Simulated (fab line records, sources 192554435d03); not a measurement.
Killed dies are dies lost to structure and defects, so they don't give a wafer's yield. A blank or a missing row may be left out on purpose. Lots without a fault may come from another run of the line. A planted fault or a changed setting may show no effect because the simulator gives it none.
fab line records | flow n5_finfet
record lots=9 wafers=27 last_day=18
route steps=1938 shown ZERO_LAYER@4 WELL_APT@31 PMOS_HMC_CHANNEL_EPI@57 BEOL_M4@1111 PASSIVATION@1936
lots that met no fault: from a run of the same line without faults
start_h: hours from the record's first day to the start of the lot's first wafer shown | wait_h: hours since the lot's step before | " the same as in the row above | L1.1+2: a row that stands for several wafers | - no value, or no start given | * or withheld: withheld | < > ~ a bound
route shown NAME@n: a module of which the file shows steps, and the number in the route of the first | usual: mean/standard deviation of fault-free wafers | same: alike in all rows | chamber/n: place in a boat | sites: the reading at each site | _std_site: their standard deviation | _edge_site: outer sites' mean less inner sites' | radius_mm: how far each site lies from the wafer's centre | mask NAME#n: copy n | behind: the tool/chamber that last shaped the wafer | hold: why the lot was held/for how many hours/how that ended | device: the transistor (n, p or np) that didn't switch | end of line: the same wafers' tests at the end of the route | a step without rows: its recipe alone | killed: dies lost to structure and defects at the first sort, not the wafer's yield | map: a wafer's dies, x killed, . not, _ none there
set.NAME: the setting as run; set.NAME@STEP: as run at that earlier step | model.NAME: the simulator's own value behind a step, which no gauge read
steps of the route over a sample of lots; a table a step, a row a wafer
services: from which hour (start_h, from the record's first day; less than 0 if before it) a tool's chamber was out of use, for how many hours, and why
## steps
# step N5_ZERO_LAYER_PECVD_02
# recipe material=SiO2 target_thk_a=100 temp_c=400 precursor=SiH4/N2O pressure_torr=0.75 rf_w=275 time_s=6
# usual heater_power_w=852/110 showerhead_plenum_p_Torr=8.13/0.14 showerhead_vpp_V=1060/38
# columns lot.wafer tool chamber start_h wait_h heater_power_w showerhead_plenum_p_Torr showerhead_vpp_V
L847.1 pecvd-04 1 18.28 0.0 699 8.01 1094
L847.4 " 0 " " 969 8.09 1096
L847.5 " 1 " " 713 8.01 1093
L849.1 pecvd-02 0 30.28 0.0 837 8.21 1112
L849.2 " 1 " " 1022 8.33 1093
L849.4 " 1 " " 969 8.33 1059
L850.1 pecvd-04 2 36.28 0.0 932 7.86 1016
L850.2 " 0 " " 960 8.12 1085
L850.6 " 1 " " 836 8.01 1113
L852.2 pecvd-02 1 48.28 0.0 976 8.31 1077
L852.3 " 0 " " 825 8.20 1101
L852.4 " 1 " " 959 8.33 1089
L864.1 pecvd-04 0 120.28 0.0 944 8.09 1077
L864.2 " 2 " " 869 7.86 1027
L864.4 " 2 " " 899 7.87 1027
L865.1 pecvd-02 0 126.28 0.0 785 8.22 1095
L865.3 " 1 " " 1016 8.32 1063
L865.4 " 1 " " 1053 8.30 1073
L866.1 pecvd-02 2 132.28 0.0 871 8.10 972
L866.3 " 1 " " 1056 8.32 1080
L866.6 " 2 " " 846 8.09 967
L868.1 pecvd-01 0 144.29 0.0 676 8.06 1064
L868.4 " 2 " " 836 8.26 1035
L868.5 " 1 " " 659 7.93 1067
L869.1 pecvd-04 2 150.28 0.0 870 7.87 1024
L869.4 " 0 " " 1025 8.11 1088
L869.6 " 2 " " 869 7.86 1000
# step N5_WELL_APT_DESCUM_13
# recipe chemistry=O2 time_s=7.9 source_power_w=50 bias_power_w=20 pressure_mtorr=20 rf_frequency_hz=2.712e+07 temp_c=40 o2_flow_sccm=225
# usual drypump_motor_current_A=5.6/0.43 oes_product_au=0.75/0.047 rf_vpp_V=242.8/1.6 showerhead_plenum_p_Torr=2.06/0.09 throttle_valve_pct=20.45/0.15
# columns lot.wafer tool chamber start_h wait_h drypump_motor_current_A oes_product_au rf_hours_counter_h rf_vpp_V showerhead_plenum_p_Torr throttle_valve_pct
L847.1 rie_diel-05 0 20.01 0.0 5.3 0.80 95 241.8 1.92 20.45
L847.4 " 3 " " 5.1 0.77 142 244.2 2.09 20.31
L847.5 " 3 " " 5.1 0.77 - 243.0 2.09 20.32
L849.1 rie_diel-06 0 31.84 0.2 6.0 0.81 92 245.6 2.22 20.56
L849.2 " 2 " " 5.6 0.73 164 242.2 2.01 20.48
L849.4 " 1 " " 5.7 0.74 186 243.8 2.07 20.58
L850.1 rie_diel-01 0 37.89 0.0 5.5 0.88 34 243.3 2.14 20.21
L850.2 " 2 " " 6.4 0.72 185 244.4 2.16 20.28
L850.6 " 3 " " 5.3 0.76 - 242.3 2.08 20.30
L852.2 rie_diel-06 3 49.98 0.2 5.7 0.83 89 244.3 2.21 20.47
L852.3 " 2 " " 5.5 0.72 172 244.0 2.01 20.48
L852.4 " 0 " " 6.1 0.82 99 245.3 2.22 20.56
L864.1 rie_diel-06 1 121.77 0.0 5.7 0.73 217 241.6 2.06 20.63
L864.2 " 0 " " 6.0 0.78 121 244.4 2.21 20.60
L864.4 " 2 " " 5.6 0.71 194 241.3 2.00 20.51
L865.1 rie_diel-01 0 127.74 0.0 5.5 0.82 62 244.3 2.13 20.26
L865.3 " 2 " " 6.4 0.69 210 242.7 2.15 20.32
L865.4 " 1 " " 6.1 0.73 176 243.7 2.06 20.45
L866.1 rie_diel-05 3 134.23 0.6 5.1 0.73 186 242.3 2.07 20.40
L866.3 " 1 " " 6.6 0.68 248 240.2 1.99 20.87
L866.6 " 0 " " 5.3 0.77 - 241.0 1.91 20.51
L868.1 rie_diel-05 3 145.99 0.0 5.2 0.73 191 243.0 2.07 20.40
L868.4 " 2 " " 5.4 0.69 - 241.5 1.98 20.46
L868.5 " 3 " " 5.1 0.73 - 242.4 2.07 20.37
L869.1 rie_diel-06 2 151.64 0.0 5.6 0.70 201 242.4 2.00 20.51
L869.4 " 1 " " 5.7 0.72 228 241.1 2.05 20.65
L869.6 " 3 " " 5.7 0.80 - 245.0 2.19 20.50
# step N5_WELL_APT_IMPLANT_14
# recipe species=P energy_kev=160 dose_cm2=1.5e+13 tilt_deg=0 rotation_deg=0
# usual dose_ions_cm2=1.4995e+13/1.7e+10 faraday_current_uA=190/4.1
# columns lot.wafer tool chamber start_h wait_h dose_ions_cm2 faraday_current_uA
L847.1 implanter-02 0 20.11 0.1 1.5016e+13 193
L847.4 " 0 " " 1.4985e+13 188
L847.5 " 0 " " 1.5006e+13 190
L849.1 implanter-02 0 31.94 0.1 1.4988e+13 192
L849.2 " 0 " " 1.4985e+13 191
L849.4 " 0 " " 1.5018e+13 187
L850.1 implanter-02 0 37.99 0.1 1.3002e+13 167
L850.2 " 0 " " 1.2985e+13 165
L850.6 " 0 " " 1.298e+13 163
L852.2 implanter-02 0 50.11 0.1 1.2958e+13 162
L852.3 " 0 " " 1.2974e+13 162
L852.4 " 0 " " 1.2979e+13 167
L864.1 implanter-02 0 121.87 0.1 1.5004e+13 196
L864.2 " 0 " " 1.5003e+13 187
L864.4 " 0 " " 1.5006e+13 185
L865.1 implanter-01 0 127.84 0.1 1.5011e+13 182
L865.3 " 0 " " 1.4968e+13 191
L865.4 " 0 " " 1.4953e+13 188
L866.1 implanter-01 0 134.33 0.1 1.4973e+13 191
L866.3 " 0 " " 1.5005e+13 186
L866.6 " 0 " " 1.4981e+13 198
L868.1 implanter-01 0 146.08 0.1 1.4974e+13 189
L868.4 " 0 " " 1.4997e+13 194
L868.5 " 0 " " 1.497e+13 193
L869.1 implanter-02 0 151.74 0.1 1.4981e+13 187
L869.4 " 0 " " 1.4981e+13 180
L869.6 " 0 " " 1.4993e+13 189
# step N5_PMOS_HMC_CHANNEL_EPI_HM_DEP_34
# recipe material=SiO2 target_thk_a=360 temp_c=400 precursor=TEOS/O2 pressure_torr=6.5 rf_w=900 teos_flow_sccm=161.4 gas=O2 flow_sccm=2650 time_s=6.9
# usual heater_power_w=638/120 showerhead_plenum_p_Torr=8.34/0.039 showerhead_vpp_V=1907/82 throttle_valve_pct=18.4/0.79
# columns lot.wafer tool chamber start_h wait_h heater_power_w showerhead_plenum_p_Torr showerhead_vpp_V throttle_valve_pct
L847.1 pecvd-04 1 24.02 0.0 594 8.33 1998 17.6
L847.4 " 0 " " 674 8.35 1964 18.5
L847.5 " 2 " " 689 8.27 1863 18.6
L849.1 pecvd-04 2 34.86 0.0 666 8.28 1864 18.8
L849.2 " 1 " " 580 8.31 1971 17.5
L849.4 " 0 " " 825 8.32 1991 18.7
L850.1 pecvd-04 1 41.51 0.0 546 8.31 1964 17.6
L850.2 " 2 " " 744 8.26 1849 18.8
L850.6 " 0 " " 827 8.33 1965 18.4
L852.2 pecvd-04 1 53.39 0.0 576 8.30 1977 17.8
L852.3 " 0 " " 799 8.31 1975 18.8
L852.4 " 0 " " 817 8.35 1973 18.8
L864.1 pecvd-02 1 124.78 0.0 724 8.38 1940 18.9
L864.2 " 2 " " 727 8.33 1766 17.6
L864.4 " 2 " " 735 8.35 1764 17.3
L865.1 pecvd-02 1 131.57 0.0 831 8.39 1943 18.6
L865.3 " 2 " " 624 8.33 1748 17.6
L865.4 " 2 " " 620 8.34 1746 17.3
L866.1 pecvd-03 1 137.51 0.0 606 8.36 1905 18.7
L866.3 " 0 " " 351 8.32 1773 19.6
L866.6 " 1 " " 621 8.35 1937 18.6
L868.1 pecvd-04 0 148.92 0.0 806 8.33 1960 19.0
L868.4 " 1 " " 594 8.31 1959 17.9
L868.5 " 2 " " 665 8.27 1806 19.0
L869.1 pecvd-03 2 154.56 0.0 709 8.38 1959 17.2
L869.4 " 0 " " 367 8.33 1760 19.8
L869.6 " 1 " " 564 8.35 1910 18.5
# step N5_BEOL_M4_RC_MEAS_101
# usual DIBL_N=35.9/1.4 DIBL_P=35.9/1.7 IOFF_N=0.160/0.026 IOFF_P=0.21/0.036 ION_N=672/11 ION_P=461/8.1 RS_NWELL=1036/6.3 SS_N=71.4/0.54 SS_P=73.2/0.67 VT_N=249.3/2.7 VT_P=-250/3.9
# columns lot.wafer tool chamber start_h wait_h DIBL_N[mV/V] DIBL_P[mV/V] IOFF_N[nA/um] IOFF_P[nA/um] ION_N[uA/um] ION_P[uA/um] RS_NWELL[ohm/sq] SS_N[mV/dec] SS_P[mV/dec] VT_N[mV] VT_P[mV]
L847.1 prober-01 0 172.90 0.0 34.3 33.6 0.129 0.19 660 462 1037 71.6 72.8 250.5 -248
L847.4 " 0 " " 38.8 39.7 0.233 0.29 687 468 1032 72.8 74.8 243.2 -244
L847.5 " 0 " " 36.5 35.2 0.155 0.22 672 457 1041 72.1 73.3 251.0 -247
L849.1 prober-02 0 196.80 0.0 36.3 36.2 0.161 0.22 674 462 1034 71.1 74.1 249.6 -247
L849.2 " 0 " " 38.0 39.1 0.208 0.28 682 465 1036 72.0 73.7 246.3 -248
L849.4 " 0 " " 36.7 35.7 0.169 0.21 674 454 1038 71.8 73.2 250.4 -247
L852.2 prober-01 0 197.59 0.2 35.8 37.4 0.168 0.24 689 473 1119 71.4 73.3 248.0 -249
L852.3 " 0 " " 37.2 38.3 0.183 0.24 681 463 1131 71.7 73.6 246.9 -247
L852.4 " 0 " " 35.4 36.6 0.158 0.21 666 459 1124 70.7 73.8 249.3 -252
L850.1 prober-02 0 204.42 0.0 37.0 38.7 0.187 0.24 680 455 1126 72.2 74.2 246.1 -249
L850.2 " 0 " " 35.1 36.5 0.160 0.20 680 468 1112 71.6 73.1 248.8 -253
L850.6 " 0 " " 34.3 35.6 0.139 0.18 673 459 1121 71.5 73.1 249.6 -255
L864.1 prober-01 0 276.40 0.0 37.8 38.4 0.207 0.23 679 458 1037 72.8 73.4 246.9 -248
L864.2 " 0 " " 34.7 34.8 0.137 0.18 658 456 1037 71.4 72.3 250.4 -252
L864.4 " 0 " " 37.3 38.4 0.178 0.23 672 459 1032 72.2 74.3 245.6 -248
L865.1 prober-01 0 288.39 0.0 35.5 35.9 0.162 0.25 663 465 1043 72.1 72.7 249.5 -243
L865.3 " 0 " " 37.5 38.4 0.193 0.28 680 472 1043 72.4 74.2 248.3 -244
L865.4 " 0 " " 35.4 35.7 0.156 0.24 667 462 1044 71.2 72.8 249.9 -248
L866.1 prober-02 0 309.35 0.0 36.1 34.4 0.142 0.15 664 450 1033 70.9 72.8 249.5 -258
L866.3 " 0 " " 37.1 36.0 0.142 0.17 643 441 1035 71.9 73.1 253.3 -254
L866.6 " 0 " " 37.0 36.6 0.158 0.18 674 450 1044 71.8 73.2 248.2 -255
L868.1 prober-01 0 309.69 0.0 36.2 37.0 0.186 0.23 670 458 1032 72.1 73.9 245.1 -248
L868.4 " 0 " " 35.4 37.1 0.171 0.22 690 465 1031 71.6 74.4 248.0 -250
L868.5 " 0 " " 34.2 34.5 0.136 0.18 660 451 1030 71.1 72.8 251.7 -253
L869.1 prober-02 0 316.26 0.0 36.1 36.2 0.149 0.18 665 456 1042 71.0 72.9 252.6 -253
L869.4 " 0 " " 35.0 35.4 0.136 0.17 678 459 1047 70.9 73.7 253.1 -255
L869.6 " 0 " " 38.2 39.4 0.190 0.24 675 462 1037 71.5 74.2 249.5 -248
# step N5_PASSIVATION_PROBE_49
# usual defect_limited_yield=90.9/1.5 killed_at_M0_to_M3=35/10 killed_at_M4_up=14/5.2 killed_at_contacts=13/7.3 killed_at_front_end=42/12 killed_at_other=3.4/2.5 killed_dies=108/18 killed_open=70/13 killed_short=35/8 sort_bin_4_leakage=0.00/0.007 sort_bin_5_function=5.4/1 sort_bin_6_memory=3.4/0.71 sort_bin_8_speed=0.00/0.0099 sort_n_pass=1072/18 sort_yield_pct=90.9/1.5
# same gross_dies=1180 killed_at_back_side=0
# columns lot.wafer tool chamber start_h wait_h defect_limited_yield[%] killed_at_M0_to_M3 killed_at_M4_up killed_at_contacts killed_at_front_end killed_at_other killed_dies killed_open killed_short sort_bin_4_leakage[%] sort_bin_5_function[%] sort_bin_6_memory[%] sort_bin_8_speed[%] sort_n_pass sort_yield_pct[%]
L864.1 prober-02 - 381.99 0.0 91.2 33 11 10 44 6 104 81 22 0 5.3 3.1 0 1076 91.2
L864.2 prober-02 - 382.04 0.1 92.9 32 10 14 26 2 84 58 25 0 4.6 2.5 0 1096 92.9
L864.4 prober-02 - 382.14 0.2 91.4 30 20 10 40 2 102 62 38 0 5.3 3.2 0 1078 91.4
# killed by level:class
L864.1 FIN_SAQP:geometric_particle:open=10 MOL_CONTACT_COAG:geometric_particle:open=10 BEOL_M1:geometric_particle:open=9 STI_FIN_REVEAL:geometric_particle:open=8 DUMMY_GATE:geometric_particle:open=6 GATE_CUT:geometric_particle:short=6 BEOL_M0_SAQP:geometric_particle:open=6 BEOL_M2:geometric_particle:open=5
L864.2 MOL_CONTACT_COAG:geometric_particle:open=11 BEOL_M2:geometric_particle:open=8 BEOL_M3:geometric_particle:open=7 FIN_SAQP:geometric_particle:short=5 GATE_CUT:geometric_particle:open=5 BEOL_M0:geometric_particle:open=5 BEOL_M4:geometric_particle:open=5 BEOL_M1:geometric_particle:open=4
L864.4 MOL_CONTACT_COAG:geometric_particle:open=8 GATE_CUT:geometric_particle:short=7 BEOL_M5:geometric_particle:open=6 FIN_SAQP:geometric_particle:short=5 STI_FIN_REVEAL:geometric_particle:open=5 DUMMY_GATE:geometric_particle:open=5 STARTING-WAFER:geometric_particle:short=5 BEOL_M1:geometric_particle:open=4
## services
# columns tool chamber start_h hours kind
rie_diel-06 - -1.26 2.8 pm
implanter-01 - 18.66 1.4 repair
pecvd-02 2 21.12 - clean
pecvd-02 2 21.12 - consumable_replace:showerhead
pecvd-02 2 21.12 29.0 scheduled_down
pecvd-02 2 21.12 29.0 vent_cycle
implanter-01 - 23.77 1.9 repair
rie_diel-05 1 35.97 1.5 repair
rie_diel-01 - 38.30 0.8 repair
rie_diel-01 - 39.22 13.9 repair
pecvd-02 0 40.86 2.1 scheduled_down
pecvd-03 - 67.11 1.6 repair
implanter-01 - 73.51 2.2 repair
pecvd-02 2 94.85 5.5 scheduled_down
pecvd-03 - 97.71 5.5 pm
pecvd-04 1 112.47 2.1 scheduled_down
implanter-01 - 120.64 1.9 repair
rie_diel-06 2 130.51 8.3 repair
rie_diel-05 1 139.24 - clean
rie_diel-05 1 139.24 - consumable_replace:focus_ring
rie_diel-05 1 139.24 - consumable_replace:showerhead
rie_diel-05 1 139.24 12.1 scheduled_down
rie_diel-05 1 139.24 12.1 vent_cycle
pecvd-02 - 149.20 1.5 repair
## key
first_sign step=N5_WELL_APT_IMPLANT_14 reading=dose_ions_cm2 direction=down sigmas=99+ usual=1.4995e+13 struck=1.298e+13
effect step=N5_WELL_APT_IMPLANT_14 reading=faraday_current_uA direction=down sigmas=6.2 usual=190 struck=164
effect step=N5_BEOL_M4_RC_MEAS_101 reading=RS_NWELL direction=up sigmas=14 usual=1036 struck=1122
met_at N5_WELL_APT_IMPLANT_14
struck_lots L850,L852
not_acting_at N5_ZERO_LAYER_PECVD_02,N5_WELL_APT_DESCUM_13,N5_PMOS_HMC_CHANNEL_EPI_HM_DEP_34
onset_between 31.94 37.99
fault kind=process_parameter_drift tool=implanter-02 chamber=- onset_h=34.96 steps=N5_WELL_APT_IMPLANT_14 channel=dose_cm2 offset=-2.0338e+12 shape=step end_h=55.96 acts_in=these_recipes_only stated=1.5e+13
